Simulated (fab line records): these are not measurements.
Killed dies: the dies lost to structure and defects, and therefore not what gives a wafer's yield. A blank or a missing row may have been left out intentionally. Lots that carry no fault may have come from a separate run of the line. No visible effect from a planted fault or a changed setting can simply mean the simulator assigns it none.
Which tool did it? -- flow nand_harc -- 72 wafers from 24 lots sampled at 2 of the route's 1302 steps

## WHAT THE GAUGES READ, wafer by wafer
NHARC_A_CONTACT_CD_MEAS_53. Usual: cd_nm at 289.9 nm, with a standard deviation of 0.88.
lot,measured,on,cd_nm (nm),flag
L075,day 21 19:22,cd_sem-03,288.4 289.3 289.3,
L074,day 21 23:46,cd_sem-03,290.3 290.6 290.3,
L076,day 22 07:55,cd_sem-02,289.4 290.2 289.9,
L078,day 22 23:34,cd_sem-03,289.7 290.5 289.1,
L077,day 23 00:01,cd_sem-03,290.6 288.6 288.7,
L080,day 23 15:59,cd_sem-01,291.0 289.3 290.4,
L079,day 23 17:47,cd_sem-02,288.3 288.5 288.5,
L081,day 24 07:20,cd_sem-03,289.0 289.5 290.4,
L082,day 25 08:22,cd_sem-01,289.7 290.0 288.9,
L083,day 25 20:29,cd_sem-01,288.8 289.4 288.9,
L084,day 25 23:21,cd_sem-02,290.0 289.4 289.1,
L086,day 26 02:20,cd_sem-02,290.0 290.2 290.3,
L085,day 26 11:03,cd_sem-02,289.9 289.8 290.8,
L088,day 27 04:17,cd_sem-03,288.0 290.3 289.5,
L087,day 27 07:01,cd_sem-01,290.5 290.2 290.5,
L089,day 27 10:35,cd_sem-03,290.2 289.0 288.9,
L090,day 28 02:47,cd_sem-01,291.2 290.0 289.3,
L091,day 28 08:19,cd_sem-01,290.4 291.4 289.9,
L094,day 29 10:20,cd_sem-02,288.2 289.5 287.8,
L092,day 29 11:09,cd_sem-01,290.1 290.4 290.5,
L093,day 29 18:29,cd_sem-01,288.6 290.4 290.0,
L096,day 30 07:22,cd_sem-02,290.8 290.7 290.7,
L095,day 30 08:10,cd_sem-03,291.3 290.9 291.6,
L097,day 31 15:01,cd_sem-01,290.7 291.5 290.4,

## EACH LOT AND THE TOOL THAT RAN IT (in order: tool; ch and the chambers of the sampled wafers; start)
lot,NHARC_A_CONTACT_ETCH_123
L075,"har_cap_etch-02 ch 0,1, day 21 18:03"
L074,"har_cap_etch-03 ch 0,1, day 21 22:32"
L076,"har_cap_etch-03 ch 0,1, day 22 06:44"
L078,"har_cap_etch-03 ch 0,1, day 22 22:32"
L077,"har_cap_etch-02 ch 0,1, day 22 22:50"
L080,"har_cap_etch-01 ch 0,1, day 23 14:52"
L079,"har_cap_etch-02 ch 0,1, day 23 16:36"
L081,"har_cap_etch-02 ch 1, day 24 06:12"
L082,"har_cap_etch-03 ch 0,1, day 25 07:10"
L083,"har_cap_etch-01 ch 0,1, day 25 19:22"
L084,"har_cap_etch-03 ch 0,1, day 25 22:14"
L086,"har_cap_etch-02 ch 0,1, day 26 01:08"
L085,"har_cap_etch-01 ch 0,1, day 26 09:52"
L088,"har_cap_etch-01 ch 0,1, day 27 03:10"
L087,"har_cap_etch-03 ch 0, day 27 05:48"
L089,"har_cap_etch-01 ch 0,1, day 27 09:34"
L090,"har_cap_etch-02 ch 0,1, day 28 01:40"
L091,"har_cap_etch-03 ch 0,1, day 28 07:23"
L094,"har_cap_etch-02 ch 0,1, day 29 09:08"
L092,"har_cap_etch-03 ch 0,1, day 29 09:58"
L093,"har_cap_etch-01 ch 0, day 29 17:18"
L096,"har_cap_etch-03 ch 0, day 30 06:10"
L095,"har_cap_etch-01 ch 0,1, day 30 06:58"
L097,"har_cap_etch-01 ch 0,1, day 31 13:55"
- NHARC_A_CONTACT_ETCH_123: etches the open film in C4F8/O2/Ar, time 490 s, target depth 2110 nm.

## WHAT THE TOOLS THEMSELVES READ (means of the sampled wafers that have a number; where no wafer has one, the mark that the record gives instead)
The record holds no such reading with a usual standard deviation.

## THE ANSWER, worked out from the rows above alone
Rule: lot off if the mean of its wafers having a number is beyond 3 standard deviations from the usual mean. A lot without any number at a reading at which 4 lots or more have one is off too. Where the step has rows for the other lots, those lots are counted as sound. The gauges are gone through in route order, then the tools' own readings, and for those a lot's mean is taken as printed above. At the first step where some lot is off, the reading lying furthest off is the one used; lots without a number count as furthest.
Across all readings shown, no lot is off: no conclusion can be drawn from this.

## WHAT HAD BEEN PUT IN BY THE SIMULATOR
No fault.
